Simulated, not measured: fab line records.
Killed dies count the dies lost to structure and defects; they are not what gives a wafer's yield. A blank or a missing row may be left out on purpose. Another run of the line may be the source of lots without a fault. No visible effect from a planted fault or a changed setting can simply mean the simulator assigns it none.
Check for tools in common / flow n5Finfet / 30 wafers sampled across 10 lots

## REASON IT WAS OPENED
At N5_BEOL_M9_INSPECT_58 the reading rawDefectCount is flagged on 2 of 10 lots. Fault-free wafers read 73, with a standard deviation of 23.
Rule: a lot is flagged in two cases, either no wafer of it has a number, or all its wafers with numbers fall more than 4 standard deviations from that mean. As for the other lots, they are considered sound.

lot=L124; measured=day 10 07:28; on=defectInspect-02; rawDefectCount, wafer by wafer=51 93 64; flag=
lot=L125; measured=day 10 10:28; on=defectInspect-01; rawDefectCount, wafer by wafer=82 104 73; flag=
lot=L127; measured=day 11 04:50; on=defectInspect-02; rawDefectCount, wafer by wafer=58 80 55; flag=
lot=L128; measured=day 11 06:19; on=defectInspect-02; rawDefectCount, wafer by wafer=93 127 108; flag=
lot=L137; measured=day 13 15:02; on=defectInspect-01; rawDefectCount, wafer by wafer=1037 934 941; flag=FLAGGED
lot=L136; measured=day 13 15:35; on=defectInspect-02; rawDefectCount, wafer by wafer=1050 998 955; flag=FLAGGED
lot=L143; measured=day 15 08:45; on=defectInspect-02; rawDefectCount, wafer by wafer=102 80 57; flag=
lot=L144; measured=day 15 19:00; on=defectInspect-01; rawDefectCount, wafer by wafer=56 50 64; flag=
lot=L146; measured=day 15 21:55; on=defectInspect-01; rawDefectCount, wafer by wafer=45 42 75; flag=
lot=L145; measured=day 15 22:11; on=defectInspect-02; rawDefectCount, wafer by wafer=56 88 126; flag=
The numbers of the flagged lots are 986 on average: +913 against the usual, or +40 standard deviations.

## WHICH TOOL RAN EACH LOT
3 process steps preceding the reading are held in the record, out of 1938 steps in the route. Each cell gives the tool, then ch followed by the chambers the sampled wafers passed through, then the start.
lot=L124; flag=; N5_BEOL_M9_ETCH_41=rieDiel-02 ch 0,1,2, day 10 05:25 or earlier; N5_BEOL_M9_PRE_CLEAN_45=pvdSputter-02, day 10 05:25; N5_BEOL_M9_DEP_56=pecvd-03 ch 0,2, day 10 07:22
lot=L125; flag=; N5_BEOL_M9_ETCH_41=rieDiel-03 ch 0,2,3, day 10 06:50 or earlier; N5_BEOL_M9_PRE_CLEAN_45=pvdSputter-01, day 10 06:50; N5_BEOL_M9_DEP_56=pecvd-01 ch 0,1, day 10 10:22
lot=L127; flag=; N5_BEOL_M9_ETCH_41=rieDiel-06 ch 1,2,3, day 11 02:02 or earlier; N5_BEOL_M9_PRE_CLEAN_45=pvdSputter-03, day 11 02:02; N5_BEOL_M9_DEP_56=pecvd-01 ch 0,1,2, day 11 04:44
lot=L128; flag=; N5_BEOL_M9_ETCH_41=rieDiel-02 ch 0,1,2, day 11 03:23 or earlier; N5_BEOL_M9_PRE_CLEAN_45=pvdSputter-02, day 11 03:23; N5_BEOL_M9_DEP_56=pecvd-04 ch 0,2, day 11 06:13
lot=L137; flag=FLAGGED; N5_BEOL_M9_ETCH_41=rieDiel-03 ch 1,2, day 13 12:46 or earlier; N5_BEOL_M9_PRE_CLEAN_45=pvdSputter-02, day 13 12:46; N5_BEOL_M9_DEP_56=pecvd-04 ch 0,1, day 13 14:56
lot=L136; flag=FLAGGED; N5_BEOL_M9_ETCH_41=rieDiel-02 ch 0,1,3, day 13 13:29 or earlier; N5_BEOL_M9_PRE_CLEAN_45=pvdSputter-03, day 13 13:29; N5_BEOL_M9_DEP_56=pecvd-04 ch 0,1,2, day 13 15:29
lot=L143; flag=; N5_BEOL_M9_ETCH_41=rieDiel-06 ch 0,2,3, day 15 07:02 or earlier; N5_BEOL_M9_PRE_CLEAN_45=pvdSputter-03, day 15 07:02; N5_BEOL_M9_DEP_56=pecvd-01 ch 0,1,2, day 15 08:39
lot=L144; flag=; N5_BEOL_M9_ETCH_41=rieDiel-02 ch 0,1,2, day 15 17:13 or earlier; N5_BEOL_M9_PRE_CLEAN_45=pvdSputter-03, day 15 17:13; N5_BEOL_M9_DEP_56=pecvd-03 ch 0,1,2, day 15 18:54
lot=L146; flag=; N5_BEOL_M9_ETCH_41=rieDiel-02 ch 0,1, day 15 20:18 or earlier; N5_BEOL_M9_PRE_CLEAN_45=pvdSputter-02, day 15 20:18; N5_BEOL_M9_DEP_56=pecvd-01 ch 0,1, day 15 21:49
lot=L145; flag=; N5_BEOL_M9_ETCH_41=rieDiel-02 ch 0,2, day 15 20:23 or earlier; N5_BEOL_M9_PRE_CLEAN_45=pvdSputter-02, day 15 20:23; N5_BEOL_M9_DEP_56=pecvd-03 ch 0,1,2, day 15 22:05
What these steps do:
- N5_BEOL_M9_ETCH_41: etches SiCN in CH3F/O2, target depth 36.6 nm, time 70.1 s.
- N5_BEOL_M9_PRE_CLEAN_45: time 30 s.
- N5_BEOL_M9_DEP_56: deposits SiCN from 3MS/NH3, target thk 15 nm, time 26.5 s.
- N5_BEOL_M9_INSPECT_58: inspects for defects (darkfield).

## FLAGGED OVER TOTAL, TOOL BY TOOL (the gauges that took the reading come last)
step=N5_BEOL_M9_ETCH_41; tool=rieDiel-02; lots run=6; flagged=1; share of the flagged lots=some; sound lots run after its first flagged lot=3 (L144,L146,L145)
step=N5_BEOL_M9_ETCH_41; tool=rieDiel-03; lots run=2; flagged=1; share of the flagged lots=some; sound lots run after its first flagged lot=0
step=N5_BEOL_M9_ETCH_41; tool=rieDiel-06; lots run=2; flagged=0; share of the flagged lots=none; sound lots run after its first flagged lot=-
step=N5_BEOL_M9_PRE_CLEAN_45; tool=pvdSputter-01; lots run=1; flagged=0; share of the flagged lots=none; sound lots run after its first flagged lot=-
step=N5_BEOL_M9_PRE_CLEAN_45; tool=pvdSputter-02; lots run=5; flagged=1; share of the flagged lots=some; sound lots run after its first flagged lot=2 (L146,L145)
step=N5_BEOL_M9_PRE_CLEAN_45; tool=pvdSputter-03; lots run=4; flagged=1; share of the flagged lots=some; sound lots run after its first flagged lot=2 (L143,L144)
step=N5_BEOL_M9_DEP_56; tool=pecvd-01; lots run=4; flagged=0; share of the flagged lots=none; sound lots run after its first flagged lot=-
step=N5_BEOL_M9_DEP_56; tool=pecvd-03; lots run=3; flagged=0; share of the flagged lots=none; sound lots run after its first flagged lot=-
step=N5_BEOL_M9_DEP_56; tool=pecvd-04; lots run=3; flagged=2; share of the flagged lots=all; sound lots run after its first flagged lot=0
step=N5_BEOL_M9_INSPECT_58; tool=defectInspect-01; lots run=4; flagged=1; share of the flagged lots=some; sound lots run after its first flagged lot=2 (L144,L146)
step=N5_BEOL_M9_INSPECT_58; tool=defectInspect-02; lots run=6; flagged=1; share of the flagged lots=some; sound lots run after its first flagged lot=2 (L143,L145)
With no start given for some of its lots, N5_BEOL_M9_ETCH_41 uses the hours and lot order of N5_BEOL_M9_PRE_CLEAN_45.

## THE TABLE: WHAT IT ALLOWS
1 row of the table ran every flagged lot: pecvd-04 at N5_BEOL_M9_DEP_56.
- pecvd-04 at N5_BEOL_M9_DEP_56: 2 of its 3 lots flagged. It ran its last sound lot, L128, at day 11 06:13 and its first flagged lot, L137, at day 13 14:56: a fault with its onset between the two fits.
pecvd-04 at N5_BEOL_M9_DEP_56 is the single tool remaining.

## WHAT THE SIMULATOR HAD INSERTED
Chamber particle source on pecvd-04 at N5_BEOL_M9_DEP_56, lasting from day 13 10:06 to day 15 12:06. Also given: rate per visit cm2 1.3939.
Lots struck among those shown: L137, L136. The rule given above showed the same thing.
